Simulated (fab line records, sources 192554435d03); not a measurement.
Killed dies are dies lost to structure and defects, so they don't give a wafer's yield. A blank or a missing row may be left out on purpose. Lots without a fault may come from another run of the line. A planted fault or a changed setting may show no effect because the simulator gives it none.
A struck lot beside a sound one | flow n5_finfet | 26 steps out of a route of 1938
Sound: wafers L548.2, L548.3, L548.5. Struck: wafers L559.2, L559.3, L559.4. The cause comes at the end.
At each step with rows: each side's tool, then ch and its chambers, then its first start. Under that, the readings that differ: sound wafers | struck wafers | difference of the means | sigmas: that difference in standard deviations of wafers without a fault.
alike: readings whose means differ by less than 2 such deviations, and words and numbers that are the same on both sides. not compared: withheld readings, readings that some wafer has no value for, bounds like >300 that may hide the same value, and numbers for which the record gives no deviation and whose values overlap.
The two part at a step that has a row with sigmas, a row that says differs or no value, or rows on one side only. Numbers that don't overlap but have no deviation are shown without sigmas and don't part them. A reading that every wafer of one side lacks parts them only if that side has two wafers or more.

first, 3 steps without rows for these wafers: N5_BEOL_M6_ETCH_62 (etches SOC in N2/H2, target depth 110 nm, overetch 22 nm, time 165 s); N5_BEOL_M6_STRIP_68 (strips in N2/H2); N5_BEOL_M6_STRIP_67 (strips in CF4).
N5_BEOL_M6_HM_OPEN_17: chemistry Cl2/BCl3, target TiN, target depth 20 nm, overetch 6 nm.
  sound on rie_metal-01 ch 0,1, day 8 15:24; struck on rie_metal-01 ch 0,1, day 12 00:26
  alike: drypump_motor_current_A, oes_ar_750_au, oes_product_au, throttle_valve_pct
  not compared: rf_hours_counter_h
N5_BEOL_M6_STRIP_19: strips in O2.
  sound on rie_diel-03 ch 0,1, day 8 15:46; struck on rie_diel-03 ch 0,1,2, day 12 00:35
  reading      | sound       | struck      | difference | sigmas
  rf_vpp_V (V) | 3.4 4.0 3.9 | 2.7 2.5 2.2 | -1.3       | -2
  alike: drypump_motor_current_A, oes_product_au, showerhead_plenum_p_Torr, throttle_valve_pct
  not compared: rf_hours_counter_h
N5_BEOL_M6_CD_MEAS_18: pitch 80 nm, target cd 40 nm.
  sound on cd_sem-01, day 8 15:50; struck on cd_sem-03, day 12 00:39
  alike: cd_nm
then, 6 steps without rows for these wafers: N5_BEOL_M6_COAT_63 (time 60 s, resist thk 60 nm); N5_BEOL_M6_COAT_64 (time 60 s, resist thk 12 nm); N5_BEOL_M6_COAT_71 (time 60 s, resist thk 5 nm); N5_BEOL_M6_COAT_22 (resist thk 30 nm); N5_BEOL_M6_EBR_24; N5_BEOL_M6_SOFTBAKE_23 (time 60 s).
N5_BEOL_M6_EXPOSE_25: exposes mask V5, target cd 40 nm.
  sound on euv_scanner-01 ch 0, day 8 16:50; struck on euv_scanner-02 ch 0, day 12 01:34
  alike: mask
then, 2 steps without rows for these wafers: N5_BEOL_M6_PEB_26 (peb time 60 s); N5_BEOL_M6_DEVELOP_27 (develop time 30 s).
N5_BEOL_M6_CD_MEAS_28: target cd 40 nm.
  sound on cd_sem-01 ch 0, day 8 16:58; struck on cd_sem-03 ch 0, day 12 01:41
  reading    | sound             | struck            | difference | sigmas
  cd_nm (nm) | 39.99 39.97 39.66 | 40.42 40.40 40.61 | +0.60      | +3
N5_BEOL_M6_OVL_MEAS_29:
  sound on overlay-01 ch 0, day 8 16:59; struck on overlay-01 ch 0, day 12 01:44
  alike: V5_OVL
N5_BEOL_M6_INSPECT_30: inspects for defects (brightfield).
  sound on defect_inspect-02, day 8 17:03; struck on defect_inspect-01, day 12 01:47
  reading          | sound       | struck      | difference | sigmas
  raw_defect_count | 276 289 283 | 487 639 526 | +268       | +3
N5_BEOL_M6_DESCUM_33: chemistry O2, time 7 s.
  sound on rie_diel-05 ch 0,1, day 8 17:05; struck on rie_diel-03 ch 1,2,3, day 12 01:50
  reading                  | sound    | struck         | difference | sigmas
  model.BEOL_M6.cd_nm (nm) | 40 40 40 | 40.4 40.4 40.8 | +0.5       |
  alike: drypump_motor_current_A, oes_product_au, rf_vpp_V, showerhead_plenum_p_Torr, throttle_valve_pct
  not compared: rf_hours_counter_h
N5_BEOL_M6_ETCH_72: etches underlayer in N2/H2, target depth 6.5 nm, time 5.2 s.
  sound on rie_diel-05 ch 0,1, day 8 17:07; struck on rie_diel-03 ch 1,2,3, day 12 01:52
  alike: drypump_motor_current_A, etch_rf_on_time_s, h2_flow_sccm, oes_product_au, rf_vpp_V, showerhead_plenum_p_Torr, throttle_valve_pct
  not compared: rf_hours_counter_h
N5_BEOL_M6_ETCH_65: etches SiARC in CF4, target depth 15.6 nm, time 26 s.
  sound on rie_diel-05 ch 0,1, day 8 17:08; struck on rie_diel-03 ch 1,2,3, day 12 01:53
  alike: drypump_motor_current_A, etch_rf_on_time_s, oes_product_au, rf_vpp_V, showerhead_plenum_p_Torr, throttle_valve_pct
  not compared: rf_hours_counter_h
N5_BEOL_M6_ETCH_66: etches SOC in N2/H2, target depth 80 nm, overetch 16 nm, time 120 s.
  sound on rie_diel-05 ch 0,1, day 8 17:10; struck on rie_diel-03 ch 1,2,3, day 12 01:55
  alike: drypump_motor_current_A, h2_flow_sccm, oes_product_au, rf_vpp_V, showerhead_plenum_p_Torr, throttle_valve_pct
  not compared: rf_hours_counter_h
then, 2 steps without rows for these wafers: N5_BEOL_M6_STRIP_69 (strips in N2/H2); N5_BEOL_M6_STRIP_73 (strips in N2/H2).
N5_BEOL_M6_VIA_ETCH_34: etches SiCOH lowk in C4F6/O2, target depth 126.3 nm, time 50.9 s.
  sound on rie_diel-05 ch 0,1, day 8 17:16; struck on rie_diel-03 ch 1,2,3, day 12 02:01
  alike: drypump_motor_current_A, oes_ar_750_au, oes_f_703_au, oes_product_au, rf_vpp_V, showerhead_plenum_p_Torr, throttle_valve_pct
  not compared: rf_hours_counter_h, model.BEOL_M6.cd_nm
then, 1 step without rows for these wafers: N5_BEOL_M6_STRIP_76 (strips in C4F6/O2).

WHERE THEY PART
First at N5_BEOL_M6_STRIP_19; last, within this record, at N5_BEOL_M6_INSPECT_30. Later steps at which nothing parts them and some readings are alike: N5_BEOL_M6_DESCUM_33, N5_BEOL_M6_ETCH_72, N5_BEOL_M6_ETCH_65, N5_BEOL_M6_ETCH_66, N5_BEOL_M6_VIA_ETCH_34.

WHY: what the simulator had put in
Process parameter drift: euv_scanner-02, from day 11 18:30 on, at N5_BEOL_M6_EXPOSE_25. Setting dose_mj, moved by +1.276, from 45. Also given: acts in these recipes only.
